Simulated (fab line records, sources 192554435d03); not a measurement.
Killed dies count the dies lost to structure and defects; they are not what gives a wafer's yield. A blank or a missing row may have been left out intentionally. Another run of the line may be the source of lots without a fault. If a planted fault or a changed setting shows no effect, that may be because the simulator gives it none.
Matching of chambers || flow n5_finfet || N5_BEOL_M0_SAQP_ETCH_106 on rie_diel-03: 4 sister chambers
The step etches SOC in N2/H2, stops on SiNx, target depth 150 nm. 4 wafers are shown with their chamber, then 10 later ones without.

WAFERS, EACH WITH ITS CHAMBER
{"wafer": "L079.1", "chamber": 3, "throttle_valve_pct (%)": 18.14}
{"wafer": "L085.1", "chamber": 2, "throttle_valve_pct (%)": 17.61}
{"wafer": "L089.2", "chamber": 0, "throttle_valve_pct (%)": 17.74}
{"wafer": "L089.3", "chamber": 1, "throttle_valve_pct (%)": 17.68}

WAFERS WITH NO CHAMBER GIVEN
{"wafer": "L089.6", "throttle_valve_pct (%)": 17.67}
{"wafer": "L094.1", "throttle_valve_pct (%)": 17.70}
{"wafer": "L094.2", "throttle_valve_pct (%)": 17.67}
{"wafer": "L094.4", "throttle_valve_pct (%)": 17.67}
{"wafer": "L096.1", "throttle_valve_pct (%)": 17.75}
{"wafer": "L096.5", "throttle_valve_pct (%)": 17.66}
{"wafer": "L096.6", "throttle_valve_pct (%)": 17.71}
{"wafer": "L097.2", "throttle_valve_pct (%)": 17.75}
{"wafer": "L097.3", "throttle_valve_pct (%)": 17.72}
{"wafer": "L097.6", "throttle_valve_pct (%)": 17.77}

WHICH CHAMBER EACH ONE RAN IN
{"wafer": "L089.6", "from the rows above": 1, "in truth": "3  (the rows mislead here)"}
{"wafer": "L094.1", "from the rows above": "can't be placed: 1 or 0", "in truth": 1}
{"wafer": "L094.2", "from the rows above": 1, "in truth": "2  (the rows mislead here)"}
{"wafer": "L094.4", "from the rows above": 1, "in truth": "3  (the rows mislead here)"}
{"wafer": "L096.1", "from the rows above": 0, "in truth": 0}
{"wafer": "L096.5", "from the rows above": "can't be placed: 1 or 2", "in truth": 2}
{"wafer": "L096.6", "from the rows above": "can't be placed: 0 or 1", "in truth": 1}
{"wafer": "L097.2", "from the rows above": 0, "in truth": 0}
{"wafer": "L097.3", "from the rows above": "can't be placed: 0 or 1", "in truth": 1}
{"wafer": "L097.6", "from the rows above": 0, "in truth": 0}
Correctly placed: 3 of 10. From these rows, 4 cannot be placed; in 4 the true chamber is one of the candidates. Number placed wrongly: 3.
How it was worked out, from the rows above alone: a wafer's distance from a chamber is the root of the sum, over the readings, of the square of ((its reading less the chamber's mean) divided by the reading's scatter). If the next closest chamber is less than 2 further off than the closest, the wafer can't be placed; otherwise it belongs to the closest. Each chamber's mean is taken over the wafers shown for it. The scatter (one wafer shown for each chamber): square how far every hidden wafer sits from the nearest shown wafer, average those squares and take the square root.
